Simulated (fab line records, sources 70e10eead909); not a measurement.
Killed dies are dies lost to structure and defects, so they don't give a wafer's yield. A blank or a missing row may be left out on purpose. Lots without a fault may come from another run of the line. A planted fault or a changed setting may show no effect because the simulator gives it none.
Chamber matching | flow nand_harc | NHARC_A_BLC_ALD_23 on ald_metal-03: 4 sister chambers
The step deposits TiN, target thk 3 nm, pulse time 1 s, ald cycles 150. 8 wafers are shown with their chamber, then 7 later ones without.

WAFERS WITH THEIR CHAMBER
wafer  | chamber | heater_power_w (W) | precursor_pulse_height_rel
L076.3 | 0       | 1129               | 1.022
L078.1 | 0       | 1091               | 1.005
L078.2 | 3       | 1023               | 1.032
L081.1 | 3       | 992                | 0.970
L088.3 | 1       | 986                | 1.017
L088.6 | 1       | 978                | 0.989
L089.3 | 2       | 1267               | 0.999
L089.5 | 2       | 1250               | 0.973

WAFERS WITHOUT THEIR CHAMBER
wafer  | heater_power_w (W) | precursor_pulse_height_rel
L089.6 | 982                | 1.008
L093.1 | 1231               | 1.014
L093.4 | 1138               | 0.996
L093.6 | 967                | 0.987
L095.1 | 1250               | 0.999
L095.4 | 1145               | 1.021
L095.5 | 1132               | 1.017

WHICH CHAMBER EACH WENT THROUGH
wafer  | from the rows above     | in truth
L089.6 | can't be placed: 1 or 3 | 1
L093.1 | 2                       | 2
L093.4 | 0                       | 0
L093.6 | can't be placed: 1 or 3 | 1
L095.1 | 2                       | 2
L095.4 | 0                       | 0
L095.5 | 0                       | 0
Placed correctly: 5 of 7. Can't be placed from these rows: 2 (the true chamber is among the candidates in 2). Placed wrongly: 0.
How it was worked out, from the rows above alone: a wafer's distance from a chamber is the root of the sum, over the readings, of the square of ((its reading less the chamber's mean) divided by the reading's scatter). The wafer belongs to the nearest chamber; if the next one is less than 2 further off, it can't be placed. A chamber's mean is the mean of its shown wafers. The scatter: the root of (the sum of the squares of (reading less its chamber's mean) over the shown wafers, divided by (wafers less chambers)).
